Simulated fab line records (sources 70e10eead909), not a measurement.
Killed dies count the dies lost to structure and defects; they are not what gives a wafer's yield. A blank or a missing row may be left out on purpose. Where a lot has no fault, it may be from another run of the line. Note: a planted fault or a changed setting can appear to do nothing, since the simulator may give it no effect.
What tool caused it? | flow nand-harc | Sampling: 13 lots, 39 wafers, 5 of 1302 route steps

== WHAT EACH GAUGE READ, for each wafer ==
NHARC_P_ZERO_WELL_CD_MEAS_24: the cd target is 720 nm. Usual: 718.1 nm for cd-nm, sd 1.7.
lot  | measured     | on        | cd-nm (nm)                          | flag
L797 | day 2 08:36  | cd-sem-01 | 716.6 717.2 719.0                   |
L801 | day 4 00:30  | cd-sem-03 | 719.6 716.0 718.9                   |
L802 | day 4 10:46  | cd-sem-02 | 718.8 720.0 717.8                   |
L803 | day 4 20:35  | cd-sem-01 | 718.9 719.5 715.9                   |
L806 | day 6 02:31  | cd-sem-03 | 719.5 716.6 716.2                   |
L807 | day 6 12:26  | cd-sem-02 | 717.2 719.9 719.7                   |
L808 | day 6 22:35  | cd-sem-02 | 716.9 720.2 719.8                   |
L809 | day 7 08:58  | cd-sem-01 | 717.7 716.0 714.7                   |
L811 | day 8 04:39  | cd-sem-03 | 717.1 717.5 719.7                   |
L812 | day 8 14:28  | cd-sem-03 | 726.6 726.6 727.9 726.7 726.4 728.0 | OFF
L813 | day 9 00:37  | cd-sem-01 | 727.7 726.8 727.9 727.5 726.7 728.1 | OFF
L815 | day 9 20:28  | cd-sem-02 | 718.0 719.6 720.1                   |
L817 | day 10 16:48 | cd-sem-02 | 715.2 715.9 718.5                   |

NHARC_P_ZERO_WELL_INSPECT_43. Usual: 15 for raw-defect-count, sd 6.
lot  | measured     | on                | raw-defect-count | flag
L797 | day 2 13:37  | defect-inspect-01 | 19 14 7          |
L801 | day 4 05:28  | defect-inspect-01 | 16 14 15         |
L802 | day 4 15:53  | defect-inspect-02 | 13 14 8          |
L803 | day 5 01:35  | defect-inspect-02 | 19 13 19         |
L806 | day 6 07:37  | defect-inspect-01 | 13 13 15         |
L807 | day 6 17:25  | defect-inspect-02 | 13 13 8          |
L808 | day 7 03:37  | defect-inspect-01 | 8 16 6           |
L809 | day 7 19:19  | defect-inspect-01 | 7 7 14           |
L811 | day 8 10:16  | defect-inspect-01 | 13 9 19          |
L812 | day 8 20:53  | defect-inspect-02 | 23 8 9           |
L813 | day 9 08:30  | defect-inspect-02 | 16 10 9          |
L815 | day 10 01:34 | defect-inspect-02 | 20 24 10         |
L817 | day 10 21:51 | defect-inspect-01 | 16 9 12          |

NHARC_P_STI_INSPECT_11. Usual: 6 for raw-defect-count, sd 3.1.
lot  | measured     | on                | raw-defect-count | flag
L797 | day 3 04:07  | defect-inspect-02 | 7 4 2            |
L801 | day 4 22:06  | defect-inspect-02 | 3 7 7            |
L802 | day 5 07:13  | defect-inspect-02 | 9 3 2            |
L803 | day 5 16:17  | defect-inspect-02 | 3 7 2            |
L806 | day 7 02:31  | defect-inspect-01 | 4 17 6           |
L807 | day 7 15:55  | defect-inspect-01 | 5 8 5            |
L808 | day 7 15:46  | defect-inspect-02 | 7 1 6            |
L809 | day 8 12:19  | defect-inspect-01 | 9 7 6            |
L811 | day 9 01:10  | defect-inspect-01 | 9 14 12          |
L812 | day 9 10:20  | defect-inspect-01 | 3 8 8            |
L813 | day 9 20:22  | defect-inspect-01 | 5 9 5            |
L815 | day 10 16:38 | defect-inspect-01 | 4 5 10           |
L817 | day 11 12:25 | defect-inspect-01 | 9 3 8            |

NHARC_P_STI_OCD_MEAS_43. Usual: trench-depth-nm 300 nm, standard deviation 3.8; trench-foot-cd-nm 157.5 nm, standard deviation 2.3.
lot  | measured     | on     | trench-depth-nm (nm) | trench-foot-cd-nm (nm) | flag
L797 | day 3 05:19  | ocd-01 | 298 301 298          | 159.5 155.3 157.3      |
L801 | day 4 23:16  | ocd-01 | 295 299 298          | 158.8 157.4 158.4      |
L802 | day 5 08:23  | ocd-01 | 297 302 299          | 162.1 158.4 160.5      |
L803 | day 5 17:26  | ocd-01 | 298 305 303          | 159.1 156.1 160.1      |
L806 | day 7 03:41  | ocd-01 | 296 304 298          | 152.9 156.3 156.1      |
L807 | day 7 17:06  | ocd-02 | 301 302 300          | 156.9 158.9 157.1      |
L808 | day 7 16:56  | ocd-01 | 308 306 307          | 156.2 158.5 157.0      |
L809 | day 8 13:29  | ocd-02 | 298 302 298          | 156.8 157.0 157.9      |
L811 | day 9 02:22  | ocd-01 | 300 295 294          | 154.9 159.3 154.3      |
L812 | day 9 11:29  | ocd-02 | 292 300 297          | 162.1 159.0 157.6      |
L813 | day 9 21:32  | ocd-01 | 305 303 302          | 154.9 154.6 156.7      |
L815 | day 10 17:53 | ocd-02 | 305 310 298          | 151.3 153.4 154.2      |
L817 | day 11 13:35 | ocd-02 | 291 301 301          | 161.9 159.7 157.7      |

== WHICH TOOL RAN EACH LOT (tool, then ch and the chambers of the sampled wafers, then the start) ==
lot  | NHARC_P_ZERO_WELL_PEB_22
L797 | litho-track-05 ch 0, day 2 08:31
L801 | litho-track-03 ch 0, day 4 00:25
L802 | litho-track-03 ch 0, day 4 10:40
L803 | litho-track-07 ch 0, day 4 20:29
L806 | litho-track-07 ch 0, day 6 02:25
L807 | litho-track-05 ch 0, day 6 12:20
L808 | litho-track-07 ch 0, day 6 22:30
L809 | litho-track-03 ch 0, day 7 08:52
L811 | litho-track-03 ch 0, day 8 04:34
L812 | litho-track-03 ch 0, day 8 14:22
L813 | litho-track-03 ch 0, day 9 00:32
L815 | litho-track-05 ch 0, day 9 20:22
L817 | litho-track-05 ch 0, day 10 16:42
- NHARC_P_ZERO_WELL_PEB_22: peb time 85 s.

== AS READ BY THE TOOLS THEMSELVES (means over the sampled wafers that have a number; for cases with no such wafer, the mark the record gives instead) ==
NHARC_P_ZERO_WELL_PEB_22. Usual: heater-power-total-W 163.92 W, standard deviation 0.28; plate-temp-C 117.97 C, standard deviation 0.13.
lot  | tool           | heater-power-total-W (W) | plate-temp-C (C) | flag
L797 | litho-track-05 | 163.96                   | 117.79           |
L801 | litho-track-03 | 164.09                   | 118.07           |
L802 | litho-track-03 | 163.78                   | 118.01           |
L803 | litho-track-07 | 163.83                   | 118.16           |
L806 | litho-track-07 | 163.91                   | 117.93           |
L807 | litho-track-05 | 163.70                   | 118.10           |
L808 | litho-track-07 | 163.92                   | 117.97           |
L809 | litho-track-03 | 164.20                   | 118.13           |
L811 | litho-track-03 | 163.91                   | 118.02           |
L812 | litho-track-03 | 180.41                   | 126.86           | OFF
L813 | litho-track-03 | 180.34                   | 126.81           | OFF
L815 | litho-track-05 | 163.89                   | 117.92           |
L817 | litho-track-05 | 163.80                   | 118.08           |

== THE ANSWER, worked out from the rows above alone ==
Rule: a lot counts as off when the mean over its wafers that have a number is more than 3 standard deviations away from the usual mean. Also off: a lot with no number at a reading for which 4 or more lots have one. All remaining lots with rows at the step are treated as sound. The gauges are gone through in route order, then the tools' own readings, and for those a lot's mean is taken as printed above. At the first step where some lot is off, the reading lying furthest off is the one used; lots without a number count as furthest.
Off: L812, L813 (NHARC_P_ZERO_WELL_CD_MEAS_24, cd-nm).
A tool fits if, at a process step before that reading, it ran every lot that is off, and no sound lot after the first of them. Not tried: the gauges at NHARC_P_ZERO_WELL_CD_MEAS_24; whatever is off there is also off at NHARC_P_ZERO_WELL_PEB_22, on other tools, and gauge error can't account for it. One fits: NHARC_P_ZERO_WELL_PEB_22 on litho-track-03. A fault onset in the window from L811 (day 8 04:34, its last sound lot) to L812 (day 8 14:22, its first lot off) fits.
The tool's own readings at NHARC_P_ZERO_WELL_PEB_22 bear it out: on the lots that are off they differ by more than 5 times the standard deviation of the sound lots' means. heater-power-total-W reads 180.38 W there against 163.91 W on the sound lots; plate-temp-C reads 126.84 C there against 118.02 C on the sound lots.

== WHAT WAS PUT IN BY THE SIMULATOR ==
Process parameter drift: litho-track-03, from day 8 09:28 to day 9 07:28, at NHARC_P_ZERO_WELL_PEB_22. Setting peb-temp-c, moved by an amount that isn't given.
Struck lots among those shown: L812, L813. The rule given above showed the same thing.
